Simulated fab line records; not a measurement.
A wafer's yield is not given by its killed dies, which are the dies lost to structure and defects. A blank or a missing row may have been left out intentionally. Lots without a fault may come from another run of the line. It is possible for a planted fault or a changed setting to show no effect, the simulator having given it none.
Comparing a struck lot with a sound one ; flow nandHarc ; 17 out of 1159 route steps
Sound: the wafers L937.4, L937.5, L937.6. Wafers struck: L951.3, L951.4, L951.6. The cause is given at the end.
Each step with rows lists, per side, the tool, then ch with its chambers, then its first start. Under that, the readings that differ: sound wafers ; struck wafers ; difference of the means ; sigmas: that difference in standard deviations of wafers without a fault.
alike: a reading whose means differ by less than 2 such deviations, as well as words and numbers matching on both sides. not compared: withheld readings; readings where some wafer has no value; bounds like >300 that might hide an equal value; numbers whose values overlap and for which the record gives no deviation.
Wherever a step has rows on one side only, a row that says differs or no value, or a row with sigmas, the two part there. Non-overlapping numbers with no deviation appear without sigmas and do not part them. A reading that every wafer of one side lacks parts them only if that side has two wafers or more.

NHARC_P_M0_OVL_MEAS_10: pitch 180 nm.
  sound on overlay-01, day 5 17:02; struck on overlay-01, day 9 09:52
  alike: overlayXNm, overlayYNm
NHARC_P_M0_INSPECT_11:
  sound on defectInspect-01, day 5 17:04; struck on defectInspect-02, day 9 09:54
  alike: rawDefectCount
NHARC_P_M0_DESCUM_14: chemistry O2, time 3 s.
  sound on rieDiel-09 ch 1,2,3, day 5 17:09; struck on rieDiel-09 ch 0,2, day 9 09:58
  alike: chamberPressureMTorr, drypumpMotorCurrentA, oesProductAu, rfVppV, showerheadPlenumPTorr, throttleValvePct
  not compared: rfHoursCounterH
NHARC_P_M0_ETCH_34: etches the open film in N2/H2, target depth 40 nm, overetch 12 nm, time 43.94 s.
  sound on rieDiel-09 ch 1,2, day 5 17:13; struck on rieDiel-09 ch 1,2, day 9 10:03
  alike: chamberPressureMTorr, drypumpMotorCurrentA, oesProductAu, rfVppV, showerheadPlenumPTorr, throttleValvePct
  not compared: rfHoursCounterH
NHARC_P_M0_ETCH_15: etches the open film in C4F8/Ar, target depth 150 nm, overetch 15 nm, time 82.5 s.
  sound on rieDiel-09 ch 1,2; struck on rieDiel-09 ch 1,2
  alike: chamberPressureMTorr, oesProductAu, rfVppV
  not compared: rfHoursCounterH
NHARC_P_M0_CD_MEAS_16:
  sound on cdSem-03, day 5 17:26; struck on cdSem-02, day 9 10:16
  alike: cdNm
NHARC_P_M0_STRIP_18: strips in N2/H2.
  sound on rieDiel-01 ch 1,2, day 5 17:31; struck on rieDiel-01 ch 0,1,3, day 9 10:20
  alike: chamberPressureMTorr, drypumpMotorCurrentA, oesProductAu, rfVppV, showerheadPlenumPTorr, throttleValvePct
  not compared: rfHoursCounterH
then, 5 steps without rows for these wafers: NHARC_P_M0_STRIP_19 (strips in post etch residue remover, time 600 s); NHARC_P_M0_DEGAS_28 (time 60 s); NHARC_P_M0_PRE_CLEAN_29 (time 30 s); NHARC_P_M0_PVD_20 (deposits TaN, target thk 5 nm, time 8.06 s); NHARC_P_M0_PVD_21 (deposits Cu, target thk 30 nm, time 20.49 s).
NHARC_P_M0_ECD_22: material Cu, target thk 400 nm.
  sound on ecdCu-01 ch 0,1, day 5 18:31; struck on ecdCu-01 ch 0,1, day 9 11:21
  no value came back on the struck wafers for bathHeatDutyPct (%), bathTempC (C); on the sound wafers bathHeatDutyPct (%) reads 6.6 7.0 6.3
NHARC_P_M0_ANNEAL_30: time 90 s.
  sound on rtpAnneal-02 ch 0, day 5 18:56; struck on rtpAnneal-02 ch 0, day 9 11:44
  alike: wafer_temp_C_max
NHARC_P_M0_CMP_23: polishes, t overpolish 20 s, target thk 117.53 nm.
  sound on cmp-01 ch 0,1,3, day 5 19:12; struck on cmp-01 ch 0,1, day 9 11:59
reading;sound;struck;difference;sigmas
timeToEndpointS (s);28.4 27.6 27.8;0.0 1.5 0.7;-27.2;-10
  alike: motorCurrentA, slurryFilterDpKPa
NHARC_P_M0_THK_MEAS_24: measures by xrf.
  sound on filmMetro-02, day 5 19:28; struck on filmMetro-02, day 9 12:18
reading;sound;struck;difference;sigmas
thkNm (nm);116.4 116.9 116.7;30.8 28.1 30.5;-86.9;-54
after that, 1 step had no rows for these wafers: NHARC_P_M0_SRD_25.

== WHERE THEY PART ==
Earliest at NHARC_P_M0_ECD_22; latest, in this record, at NHARC_P_M0_THK_MEAS_24.

WHY: whatever the simulator had introduced
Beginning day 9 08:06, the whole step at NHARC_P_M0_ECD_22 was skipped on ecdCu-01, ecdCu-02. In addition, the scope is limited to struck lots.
